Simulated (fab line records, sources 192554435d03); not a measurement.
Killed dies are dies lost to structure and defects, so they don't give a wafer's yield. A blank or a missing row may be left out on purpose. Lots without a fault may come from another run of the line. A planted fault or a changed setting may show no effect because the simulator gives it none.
A struck lot beside a sound one | flow n5_finfet | 38 steps out of a route of 1938
Sound: wafers L332.3, L332.4, L332.6. Struck: wafer L336.5. (L336.1, L336.4 of the same lot were not struck and are left out.) The cause comes at the end.
At each step with rows: each side's tool, then ch and its chambers, then its first start. Under that, the readings that differ: sound wafers | struck wafers | difference of the means | sigmas: that difference in standard deviations of wafers without a fault.
alike: readings whose means differ by less than 2 such deviations, and words and numbers that are the same on both sides. not compared: withheld readings, readings that some wafer has no value for, bounds like >300 that may hide the same value, and numbers for which the record gives no deviation and whose values overlap.
The two part at a step that has a row with sigmas, a row that says differs or no value, or rows on one side only. Numbers that don't overlap but have no deviation are shown without sigmas and don't part them. A reading that every wafer of one side lacks parts them only if that side has two wafers or more.

N5_DUMMY_GATE_ETCH_44: etches poly-Si in HBr/O2, stops on SiO2, target depth 127.5 nm.
  sound on rie_si-04 ch 0,1, day 4 05:19; struck on rie_si-05 ch 1, day 4 22:50
  alike: drypump_motor_current_A, oes_product_au, throttle_valve_pct
  not compared: rf_hours_counter_h
N5_DUMMY_GATE_CD_MEAS_24: target cd 15 nm.
  sound on cd_sem-01, day 4 05:26; struck on cd_sem-02, day 4 22:56
  alike: cd_nm
then, 7 steps without rows for these wafers: N5_DUMMY_GATE_ETCH_42 (etches SiO2 in CHF3/O2, target depth 3.5 nm, time 31 s); N5_DUMMY_GATE_STRIP_48 (strips in N2/H2, time 20 s); N5_DUMMY_GATE_PRECLEAN_33 (cleans in dHF, time 10 s); N5_DUMMY_GATE_PRECLEAN_25 (cleans in O3/DIW, time 45 s); N5_DUMMY_GATE_PRECLEAN_51 (cleans in SC2, time 45 s); N5_DUMMY_GATE_SRD_26 (time 30 s); N5_DUMMY_GATE_UV_OZONE_45 (time 120 s).
N5_DUMMY_GATE_INSPECT_27: inspects for defects (brightfield).
  sound on defect_inspect-01, day 4 05:43; struck on defect_inspect-02, day 4 23:13
  alike: raw_defect_count
N5_SPACER0_ALD_07: deposits SiNx, target thk 2 nm.
  sound on ald_sin-04 ch 0,2, day 4 05:45; struck on ald_sin-04 ch 0, day 5 00:29
  alike: heater_power_w
then, 1 step without rows for these wafers: N5_SPACER0_ALD_00 (deposits SiOCN, target thk 3.5 nm, pulse time 3 s, purge time 2 s).
N5_SPACER0_ALD_08: deposits SiNx, target thk 2 nm.
  sound on ald_sin-04 ch 0,2, day 4 06:10; struck on ald_sin-04 ch 0, day 5 00:53
  alike: heater_power_w
N5_SPACER0_INSPECT_04: inspects for defects (darkfield).
  sound on defect_inspect-02, day 4 06:19; struck on defect_inspect-01, day 5 01:03
  reading          | sound      | struck | difference | sigmas
  raw_defect_count | 117 81 130 | 188    | +79        | +3
then, 8 steps without rows for these wafers: N5_SD_EPI_N_COAT_32 (time 60 s, resist thk 350 nm); N5_SD_EPI_N_COAT_33 (time 60 s, resist thk 35 nm); N5_SD_EPI_N_COAT_03 (resist thk 150 nm); N5_SD_EPI_N_EBR_05; N5_SD_EPI_N_SOFTBAKE_04 (time 60 s); N5_SD_EPI_N_EXPOSE_06 (exposes mask SD N BLK, target cd 120 nm); N5_SD_EPI_N_PEB_07 (peb time 60 s); N5_SD_EPI_N_DEVELOP_08 (develop time 30 s).
N5_SD_EPI_N_CD_MEAS_09: target cd 120 nm.
  sound on cd_sem-02 ch 0, day 4 06:35; struck on cd_sem-03 ch 0, day 5 01:20
  alike: cd_nm
N5_SD_EPI_N_OVL_MEAS_10:
  sound on overlay-02 ch 0, day 4 06:37; struck on overlay-02 ch 0, day 5 01:22
  alike: SD_N_BLK_OVL
N5_SD_EPI_N_INSPECT_11: inspects for defects (macro).
  sound on defect_inspect-01, day 4 06:38; struck on defect_inspect-01, day 5 01:23
  alike: raw_defect_count
then, 1 step without rows for these wafers: N5_SD_EPI_N_DESCUM_14 (chemistry O2, time 7.9 s).
N5_SD_EPI_N_ETCH_34: etches SiARC in CF4, target depth 45.5 nm, time 75.8 s.
  sound on rie_diel-04 ch 0,2, day 4 06:43; struck on rie_diel-04 ch 1, day 5 01:27
  reading               | sound             | struck | difference | sigmas
  etch_rf_on_time_s (s) | 78.0 76.0 79.3    | 73.8   | -4.0       | -2
  rf_vpp_V (V)          | 183.0 182.6 182.4 | 185.4  | +2.7       | +2
  alike: drypump_motor_current_A, oes_product_au, showerhead_plenum_p_Torr, throttle_valve_pct
  not compared: rf_hours_counter_h
then, 2 steps without rows for these wafers: N5_SD_EPI_N_ETCH_35 (etches SOC in N2/H2, overetch 108 nm, time 486 s); N5_SD_EPI_N_STRIP_36 (strips in N2/H2).
N5_SD_EPI_N_ETCHBACK_44: etches SiNx in CH3F/O2, stops on SiO2, target depth 14.5 nm.
  sound on rie_diel-04 ch 0,2, day 4 07:05; struck on rie_diel-04 ch 1, day 5 01:50
  alike: drypump_motor_current_A, oes_product_au, rf_vpp_V, showerhead_plenum_p_Torr, throttle_valve_pct
  not compared: rf_hours_counter_h
then, 1 step without rows for these wafers: N5_SD_EPI_N_ETCH_45 (etches SiOCN in CH3F/O2, target depth 6 nm).
N5_SD_EPI_N_ETCH_16: etches SiO2 in CHF3/O2, target depth 5 nm.
  sound on rie_diel-04 ch 0,2, day 4 07:17; struck on rie_diel-04 ch 1, day 5 02:02
  alike: drypump_motor_current_A, oes_product_au, rf_vpp_V, showerhead_plenum_p_Torr, throttle_valve_pct
  not compared: rf_hours_counter_h
then, 3 steps without rows for these wafers: N5_SD_EPI_N_STRIP_47 (strips in CHF3/O2); N5_SD_EPI_N_SD_RECESS_17 (chemistry HBr/Cl2/O2, target depth 41 nm, time 23.7 s, bt time 3 s); N5_SD_EPI_N_STRIP_38 (strips in N2/H2).
N5_SD_EPI_N_WET_ETCH_43: etches SiO2 in dHF, time 14 s, target depth 1.5 nm.
  sound on wet_bench-04 ch 3,4,7, day 4 07:33; struck on wet_bench-03 ch 5, day 5 02:17
  reading                                  | sound       | struck | difference | sigmas
  model.SiNx_of_SPACER0_ALD_08.thk_nm (nm) | 1.6 1.6 1.6 | 1.2    | -0.4       |
then, 2 steps without rows for these wafers: N5_SD_EPI_N_STRIP_18 (strips in SPM, time 750 s); N5_PASSIVATION_PROBE_49.

WHERE THEY PART
First at N5_SPACER0_INSPECT_04; last, within this record, at N5_SD_EPI_N_ETCH_34. Later steps at which nothing parts them and some readings are alike: N5_SD_EPI_N_ETCHBACK_44, N5_SD_EPI_N_ETCH_16.

WHY: what the simulator had put in
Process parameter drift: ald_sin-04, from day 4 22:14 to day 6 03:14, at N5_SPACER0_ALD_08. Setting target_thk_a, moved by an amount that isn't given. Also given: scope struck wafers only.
